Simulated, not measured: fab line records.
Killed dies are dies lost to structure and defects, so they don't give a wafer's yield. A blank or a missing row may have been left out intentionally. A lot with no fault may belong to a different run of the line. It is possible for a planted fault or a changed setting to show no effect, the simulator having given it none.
Problem report in the 8D (eight disciplines) form, filled by code	flow nand_harc	the parts of the form that need people (team, actions taken, sign-off) are left out

1. WHAT IS WRONG
thk_nm at NHARC_P_M0_THK_MEAS_24 reads a mean of 30.4 nm on 9 wafers of 3 lots; wafers without a fault read 117.0 nm with a standard deviation of 1.4. That is -62 standard deviations from the usual mean.
The step: measures by xrf.
First seen on wafer L816.2, day 11 08:20, on film_metro-01. The record holds 45 wafers of 15 lots with a number at this step. By rule, "out" or "out of limits" means more than 4 standard deviations away from the usual mean. All remaining wafers that have a number are taken as sound.

2. WHAT IT IS AND WHAT IT IS NOT
question	is	is not
which readings at this step	thk_nm	-
which lots	L816, L817, L818	L804, L807, L808, L809, L810, L812, L813, L814, L815, L819, L826, L827
which wafers of those lots	all that have a number	-
read on which gauges	film_metro-01, film_metro-02	-
when	from day 11 08:20	up to then (27 sound wafers); but 9 sound wafers of L819, L826, L827 came after

3. WHAT RULES OUT EACH SUSPECT
Counting: a tool at a process step up to the reading stays a suspect if it ran every lot that is out and no sound lot after the first of them.
- the gauge at NHARC_P_M0_THK_MEAS_24 is ruled out. 2 gauges (film_metro-01, film_metro-02) read the wafers that are out.
- ecd_cu-01 at NHARC_P_M0_ECD_22 (material Cu, target thk 400 nm): ruled out as a lasting fault. After its first lot that is out, L816 (day 11 07:22), sound lots L819, L826 ran on it.
Left after counting: nothing in the record.

4. THE CAUSE (what the simulator had put in)
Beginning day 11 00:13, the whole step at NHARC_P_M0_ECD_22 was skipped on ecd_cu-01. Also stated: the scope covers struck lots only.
It was ruled out by counting, in error; the rule expects a fault to strike all lots run on its tool from its start on, and this fault did not.

5. THE EFFECT CHAIN, in route order
One row per reading whose mean, taken over the struck wafers that have a number, lies over 3 standard deviations from the usual. Only readings for which the record gives a usual standard deviation are gone through. hours: the time from each lot's start at the first step in this table that gives one to its start at this step, as a median over the lots. sigmas: the change in usual standard deviations.
hours	step	reading	usual	on struck wafers	change	sigmas
0	NHARC_P_M0_CMP_23	time_to_endpoint_s	27.8 s	2.6	-25.2	-9.7
0	NHARC_P_M0_THK_MEAS_24	thk_nm	117.0 nm	30.4	-86.6	-62
Its process steps:
- NHARC_P_M0_CMP_23: polishes, t overpolish 20 s, target thk 117.54 nm.
Readings that are blank on the struck wafers while sound wafers have them: bath_heat_duty_pct at NHARC_P_M0_ECD_22; bath_temp_c at NHARC_P_M0_ECD_22.

6. HOW IT WOULD HAVE BEEN CAUGHT EARLIER
Counted from the fault's start at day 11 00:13, it took 8 hours until the first out-of-limits reading at a measuring or inspecting step in this record, taken at day 11 08:20.
At NHARC_P_M0_ECD_22 the tool's readings are blank on the struck wafers, where sound wafers have them: an empty tool record is the first sign, and it was there at once.
